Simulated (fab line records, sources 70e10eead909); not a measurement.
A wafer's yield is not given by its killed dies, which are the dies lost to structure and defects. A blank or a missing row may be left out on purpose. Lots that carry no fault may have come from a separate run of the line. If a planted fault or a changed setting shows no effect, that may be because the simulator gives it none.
fab line records -- flow nandHarc
record: lots: 5, wafers: 15, lastDay: 33
route steps=1302 shown A_M1@1196 A_BONDPAD@1202
lots that met no fault: taken from a fault-free run of the same line
startH: start of the lot's first displayed wafer, in hours after the record's first day -- waitH: how many hours have passed since the lot's step before this one -- " repeats the value in the row above -- L1.1+2: a row that stands for several wafers -- - value missing, or start not given -- * or withheld: withheld -- < > ~ a bound
route shown NAME@n: a module of which the file shows steps, and the number in the route of the first -- usual: mean/standard deviation of fault-free wafers -- same: alike in all rows -- chamber/n: place in a boat -- sites: each site's reading -- _std_site: standard deviation across them -- _edge_site: mean of outer sites minus mean of inner sites -- radiusMm: for every site, how far away it sits from the centre of the wafer -- mask NAME#n: copy n -- behind: the tool/chamber that last shaped the wafer -- hold: what put the lot on hold/how long, in hours/how the hold closed -- device: names the non-switching transistor (n, p or np) -- end of line: tests run on the same wafers once the route is complete -- a step with no rows: only its recipe -- killed: not the wafer's yield, but the dies lost to structure and defects at the first sort -- map: a wafer's dies, marking killed ones x, the rest . and places with no die _
set.NAME: setting as actually run; set.NAME@STEP: the setting as run at that earlier step -- model.NAME: the simulator's own value behind a step, which no gauge read
lots at some steps of the route; a table a step, a row a wafer
services: from which hour (startH, from the record's first day; less than 0 if before it) a tool's chamber was out of use, for how many hours, and why
== steps ==
step: NHARC_A_M1_THK_MEAS_24
recipe: thkMeasGauge: xrf
usual: thkNm: 154.0/1.4
lot.wafer,tool,chamber,startH,waitH,thkNm
L078.2,filmMetro-02,-,567.58,-,153.2
L078.4,filmMetro-02,-,567.58,-,152.6
L078.6,filmMetro-02,-,567.58,-,155.5
L079.1,filmMetro-01,-,583.83,-,153.5
L079.2,filmMetro-01,-,583.83,-,153.8
L079.4,filmMetro-01,-,583.83,-,154.3
L083.2,filmMetro-02,-,619.99,-,156.0
L083.3,filmMetro-02,-,619.99,-,152.6
L083.5,filmMetro-02,-,619.99,-,153.5
L095.1,filmMetro-02,-,750.27,-,155.3
L095.3,filmMetro-02,-,750.27,-,154.0
L095.4,filmMetro-02,-,750.27,-,155.1
L097.2,filmMetro-02,-,760.13,-,153.5
L097.3,filmMetro-02,-,760.13,-,152.8
L097.6,filmMetro-02,-,760.13,-,154.5
step: NHARC_A_M1_SRD_25
lot.wafer,tool,chamber,startH,waitH
L078.4+6+2,wetBench-08,"3,4,5",567.62,0.0
L079.1+4+2,wetBench-10,"2,4,5",583.87,0.0
L083.3+5+2,wetBench-08,"0,2,4",620.04,0.0
L095.1+3+4,wetBench-10,"4,5,7",750.31,0.0
L097.2+6+3,wetBench-08,"1,4,5",760.17,0.0
step: NHARC_A_M1_INSPECT_27
usual: rawDefectCount: 563/130
lot.wafer,tool,chamber,startH,waitH,rawDefectCount
L078.2,defectInspect-02,-,567.74,0.0,488
L078.4,defectInspect-02,-,567.74,0.0,547
L078.6,defectInspect-02,-,567.74,0.0,425
L079.1,defectInspect-01,-,583.99,0.0,696
L079.2,defectInspect-01,-,583.99,0.0,506
L079.4,defectInspect-01,-,583.99,0.0,539
L083.2,defectInspect-02,-,620.15,0.0,560
L083.3,defectInspect-02,-,620.15,0.0,616
L083.5,defectInspect-02,-,620.15,0.0,657
L095.1,defectInspect-01,-,750.44,0.1,597
L095.3,defectInspect-01,-,750.44,0.1,532
L095.4,defectInspect-01,-,750.44,0.1,533
L097.2,defectInspect-01,-,760.29,0.0,769
L097.3,defectInspect-01,-,760.29,0.0,721
L097.6,defectInspect-01,-,760.29,0.0,566
step: NHARC_A_M1_PRE_CLEAN_32
recipe: timeS: 12, tempC: 370, rfPowerW: 300, gas: NH3
usual: heaterPowerW: 620/90
lot.wafer,tool,chamber,startH,waitH,heaterPowerW
L078.2,pecvd-03,1,567.83,0.1,615
L078.6,pecvd-03,0,567.83,0.1,512
L078.4,pecvd-03,1,567.83,0.1,623
L079.2,pecvd-02,1,584.05,0.1,715
L079.1,pecvd-02,2,584.05,0.1,618
L079.4,pecvd-02,2,584.05,0.1,601
L083.2,pecvd-02,0,620.22,0.1,506
L083.3,pecvd-02,1,620.22,0.1,694
L083.5,pecvd-02,2,620.22,0.1,675
L095.3,pecvd-01,0,750.51,0.1,748
L095.1,pecvd-01,1,750.51,0.1,659
L095.4,pecvd-01,2,750.51,0.1,469
L097.2,pecvd-03,0,760.36,0.1,503
L097.3,pecvd-03,1,760.36,0.1,641
L097.6,pecvd-03,2,760.36,0.1,609
step: NHARC_A_M1_DEP_33
recipe: targetThkA: 300, tempC: 370, targetThkNm: 30, pressureTorr: 3, flowSccm: 200, rfW: 450, material: SiCN
usual: chamberPressureTorr: 3.000/0.006, heaterPowerW: 561/96, showerheadVppV: 1273/56
lot.wafer,tool,chamber,startH,waitH,chamberPressureTorr,heaterPowerW,showerheadVppV
L078.2,pecvd-03,1,567.97,0.1,2.999,565,1326
L078.6,pecvd-03,0,567.97,0.1,3.004,474,1202
L078.4,pecvd-03,1,567.97,0.1,2.998,564,1315
L079.2,pecvd-02,1,584.13,0.1,3.011,702,1182
L079.1,pecvd-02,2,584.13,0.1,2.990,593,1290
L079.4,pecvd-02,2,584.13,0.1,3.004,582,1295
L083.2,pecvd-02,0,620.30,0.1,3.006,403,1336
L083.3,pecvd-02,1,620.30,0.1,2.994,672,1209
L083.5,pecvd-02,2,620.30,0.1,3.004,604,1281
L095.3,pecvd-01,0,750.58,0.1,3.010,702,1351
L095.1,pecvd-01,1,750.58,0.1,2.998,615,1280
L095.4,pecvd-01,2,750.58,0.1,3.008,437,1306
L097.2,pecvd-03,0,760.43,0.1,3.006,456,1250
L097.3,pecvd-03,1,760.43,0.1,3.000,535,1323
L097.6,pecvd-03,2,760.43,0.1,2.996,622,1234
step: NHARC_A_BONDPAD_DEP_00
recipe: targetThkA: 2500, tempC: 370, targetThkNm: 250, pressureTorr: 3, flowSccm: 200, rfW: 450, material: SiCN
usual: chamberPressureTorr: 3.001/0.0068, heaterPowerW: 576/100, showerheadVppV: 1286/76
lot.wafer,tool,chamber,startH,waitH,chamberPressureTorr,heaterPowerW,showerheadVppV
L078.2,pecvd-01,1,568.51,-,2.993,620,1288
L078.4,pecvd-01,2,568.51,-,3.003,350,1301
L078.6,pecvd-01,1,568.51,-,2.997,638,1258
L079.2,pecvd-02,2,-,-,3.007,535,1259
L079.1,pecvd-02,1,-,-,3.007,570,1166
L079.4,pecvd-02,2,-,-,3.008,547,1292
L083.3,pecvd-02,2,-,-,2.988,540,1291
L083.2,pecvd-02,0,-,-,3.006,423,1363
L083.5,pecvd-02,1,-,-,3.003,712,1197
L095.1,pecvd-02,1,751.18,-,3.006,733,1198
L095.3,pecvd-02,2,751.18,-,2.994,527,1285
L095.4,pecvd-02,2,751.18,-,2.999,533,1279
L097.2,pecvd-02,0,761.03,-,3.016,443,1365
L097.3,pecvd-02,1,761.03,-,3.005,725,1202
L097.6,pecvd-02,1,761.03,-,3.001,716,1195
step: NHARC_A_BONDPAD_CMP_29
recipe: targetThkNm: 200, material: SiCN
usual: motorCurrentA: 11.6/1.2
lot.wafer,tool,chamber,startH,waitH,motorCurrentA
L078.4,cmp-02,2,568.99,0.3,12.3
L078.2,cmp-02,0,568.99,0.3,10.6
L078.6,cmp-02,3,568.99,0.3,13.3
L079.4,cmp-02,2,585.10,-,11.7
L079.2,cmp-02,3,585.10,-,13.8
L079.1,cmp-02,0,585.10,-,11.1
L083.3,cmp-03,1,621.25,-,8.9
L083.2,cmp-03,3,621.25,-,11.7
L083.5,cmp-03,1,621.25,-,9.9
L095.1,cmp-02,2,751.54,-,12.3
L095.4,cmp-02,0,751.54,-,10.9
L095.3,cmp-02,1,751.54,-,10.2
L097.3,cmp-04,2,761.40,-,12.2
L097.2,cmp-04,1,761.40,-,11.8
L097.6,cmp-04,3,761.40,-,10.2
step: NHARC_A_BONDPAD_THK_MEAS_30
recipe: thkMeasGauge: ellipsometry
usual: thkNm: 199.7/1.5
lot.wafer,tool,chamber,startH,waitH,thkNm
L078.2,filmMetro-01,-,569.24,0.2,200.9
L078.4,filmMetro-01,-,569.24,0.2,196.8
L078.6,filmMetro-01,-,569.24,0.2,201.0
L079.1,filmMetro-01,-,585.35,0.2,198.2
L079.2,filmMetro-01,-,585.35,0.2,200.2
L079.4,filmMetro-01,-,585.35,0.2,198.1
L083.2,filmMetro-01,-,621.50,0.2,199.0
L083.3,filmMetro-01,-,621.50,0.2,199.1
L083.5,filmMetro-01,-,621.50,0.2,202.1
L095.1,filmMetro-02,-,751.79,0.2,197.6
L095.3,filmMetro-02,-,751.79,0.2,198.0
L095.4,filmMetro-02,-,751.79,0.2,199.5
L097.2,filmMetro-02,-,761.65,0.2,202.7
L097.3,filmMetro-02,-,761.65,0.2,199.4
L097.6,filmMetro-02,-,761.65,0.2,201.6
step: NHARC_A_BONDPAD_SRD_31
lot.wafer,tool,chamber,startH,waitH
L078.6+4+2,wetBench-08,"0,2,4",569.28,0.0
L079.2+4+1,wetBench-08,"4,5,6",585.39,0.0
L083.3+2+5,wetBench-08,"0,1,3",621.55,0.0
L095.4+3+1,wetBench-10,"7,2,3",751.84,0.0
L097.3+6+2,wetBench-10,"5,6,7",761.69,0.0
step: NHARC_A_BONDPAD_DEHYDRATE_01
recipe: tempC: 150, timeS: 120
lot.wafer,tool,chamber,startH,waitH
L078.2+4+6,lithoTrack-03,0,569.36,0.1
L079.1+2+4,lithoTrack-07,0,585.47,0.1
L083.2+3+5,lithoTrack-07,0,621.65,0.1
L095.1+3+4,lithoTrack-07,0,751.92,0.1
L097.2+3+6,lithoTrack-03,0,761.77,0.1
== services ==
tool,chamber,startH,hours,kind
pecvd-03,-,547.56,13.0,pm
cmp-03,-,554.24,4.0,pm
pecvd-02,1,559.37,4.9,repair
cmp-04,-,568.24,3.2,repair
pecvd-02,-,572.78,1.7,repair
pecvd-02,-,590.01,13.0,pm
cmp-03,-,591.50,5.3,repair
pecvd-03,2,598.88,3.7,repair
lithoTrack-07,-,601.00,7.0,pm
cmp-04,-,602.51,4.0,pm
wetBench-10,-,624.52,2.2,repair
cmp-02,-,624.67,4.0,pm
lithoTrack-03,-,625.00,7.0,pm
wetBench-08,-,646.40,8.0,pm
cmp-03,-,652.24,4.0,pm
wetBench-10,-,663.20,8.0,pm
pecvd-01,-,673.07,13.0,pm
cmp-03,-,674.03,2.3,repair
cmp-04,-,700.51,4.0,pm
pecvd-02,0,704.68,9.6,repair
cmp-02,-,706.10,1.4,repair
pecvd-02,2,714.10,12.9,repair
cmp-02,-,722.79,4.0,pm
pecvd-03,-,728.81,13.0,pm
== key ==
fault none
